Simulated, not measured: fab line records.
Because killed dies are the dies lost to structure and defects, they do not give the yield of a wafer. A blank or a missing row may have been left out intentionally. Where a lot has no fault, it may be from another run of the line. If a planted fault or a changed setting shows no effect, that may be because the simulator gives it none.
Which tool is to blame? || flow n5-finfet || 11 lots with 33 wafers sampled at 3 steps, on a route of 1938 steps

## WHAT EACH GAUGE READ, for each wafer
N5_BEOL_M5_CD_MEAS_11: the cd target is 27.74 nm.
{"lot": "L827", "measured": "day 10 11:29", "on": "cd-sem-02", "cd-nm (nm)": "27.8 27.9 27.9"}
{"lot": "L826", "measured": "day 11 04:53", "on": "cd-sem-01", "cd-nm (nm)": "28.2 28.3 28.0"}
{"lot": "L829", "measured": "day 11 07:49", "on": "cd-sem-02", "cd-nm (nm)": "28.4 28.3 28.0"}
{"lot": "L830", "measured": "day 11 10:35", "on": "cd-sem-03", "cd-nm (nm)": "28.2 28.1 28.4"}
{"lot": "L832", "measured": "day 12 08:34", "on": "cd-sem-01", "cd-nm (nm)": "28.5 28.1 28.4"}
{"lot": "L834", "measured": "day 12 17:07", "on": "cd-sem-02", "cd-nm (nm)": "28.3 27.8 28.0"}
{"lot": "L835", "measured": "day 12 16:56", "on": "cd-sem-02", "cd-nm (nm)": "28.0 28.0 28.1"}
{"lot": "L838", "measured": "day 13 03:10", "on": "cd-sem-02", "cd-nm (nm)": "28.4 28.7 28.6"}
{"lot": "L841", "measured": "day 14 03:55", "on": "cd-sem-01", "cd-nm (nm)": "28.3 28.7 28.2"}
{"lot": "L844", "measured": "day 15 02:37", "on": "cd-sem-02", "cd-nm (nm)": "28.2 28.1 28.2"}
{"lot": "L848", "measured": "day 15 16:11", "on": "cd-sem-03", "cd-nm (nm)": "28.0 27.6 27.4"}

## WHAT TOOL EACH LOT RAN ON (gives the tool, then ch and the chambers of the sampled wafers, and finally the start)
{"lot": "L827", "N5_BEOL_M4_ANNEAL_87": "pvd-sputter-03, day 10 05:50", "N5_BEOL_M5_COAT_60": "litho-track-03 ch 0, day 10 11:14"}
{"lot": "L826", "N5_BEOL_M4_ANNEAL_87": "pvd-sputter-01, day 11 00:07", "N5_BEOL_M5_COAT_60": "litho-track-05 ch 0, day 11 04:30"}
{"lot": "L829", "N5_BEOL_M4_ANNEAL_87": "pvd-sputter-03, day 11 01:57", "N5_BEOL_M5_COAT_60": "litho-track-01 ch 0, day 11 07:34"}
{"lot": "L830", "N5_BEOL_M4_ANNEAL_87": "pvd-sputter-01, day 11 05:57", "N5_BEOL_M5_COAT_60": "litho-track-01 ch 0, day 11 10:12"}
{"lot": "L832", "N5_BEOL_M4_ANNEAL_87": "pvd-sputter-02, day 12 03:25", "N5_BEOL_M5_COAT_60": "litho-track-05 ch 0, day 12 08:18"}
{"lot": "L834", "N5_BEOL_M4_ANNEAL_87": "pvd-sputter-03, day 12 10:28", "N5_BEOL_M5_COAT_60": "litho-track-05 ch 0, day 12 16:40"}
{"lot": "L835", "N5_BEOL_M4_ANNEAL_87": "pvd-sputter-02, day 12 10:37", "N5_BEOL_M5_COAT_60": "litho-track-05 ch 0, day 12 16:34"}
{"lot": "L838", "N5_BEOL_M4_ANNEAL_87": "pvd-sputter-01, day 12 20:49", "N5_BEOL_M5_COAT_60": "litho-track-05 ch 0, day 13 02:47"}
{"lot": "L841", "N5_BEOL_M4_ANNEAL_87": "pvd-sputter-03, day 13 23:10", "N5_BEOL_M5_COAT_60": "litho-track-03 ch 0, day 14 03:31"}
{"lot": "L844", "N5_BEOL_M4_ANNEAL_87": "pvd-sputter-03, day 14 21:19", "N5_BEOL_M5_COAT_60": "litho-track-01 ch 0, day 15 02:22"}
{"lot": "L848", "N5_BEOL_M4_ANNEAL_87": "pvd-sputter-01, day 15 11:14", "N5_BEOL_M5_COAT_60": "litho-track-03 ch 0, day 15 15:56"}
- N5_BEOL_M4_ANNEAL_87: time 240 s.
- N5_BEOL_M5_COAT_60: time 60 s, resist thk 12 nm.

## THE ANSWER, worked out from the rows above alone
Rule: what is usual is taken from the lots themselves. Put in order of their means at a reading, lots are off if they are a third of the lots or fewer, leave a main group of 4 or more, and stand apart from it by a gap of 3 or more times the standard deviation of the main group's means; of several such gaps the widest counts. Not used: any main group whose means are identical at the precision the tables above print for the reading. A lot without any number at a reading at which 4 lots or more have one is off too. The other lots that the step has rows for count as sound.
Across all readings shown, no lot is off: no conclusion can be drawn from this.

## WHAT THE SIMULATOR HAD INSERTED
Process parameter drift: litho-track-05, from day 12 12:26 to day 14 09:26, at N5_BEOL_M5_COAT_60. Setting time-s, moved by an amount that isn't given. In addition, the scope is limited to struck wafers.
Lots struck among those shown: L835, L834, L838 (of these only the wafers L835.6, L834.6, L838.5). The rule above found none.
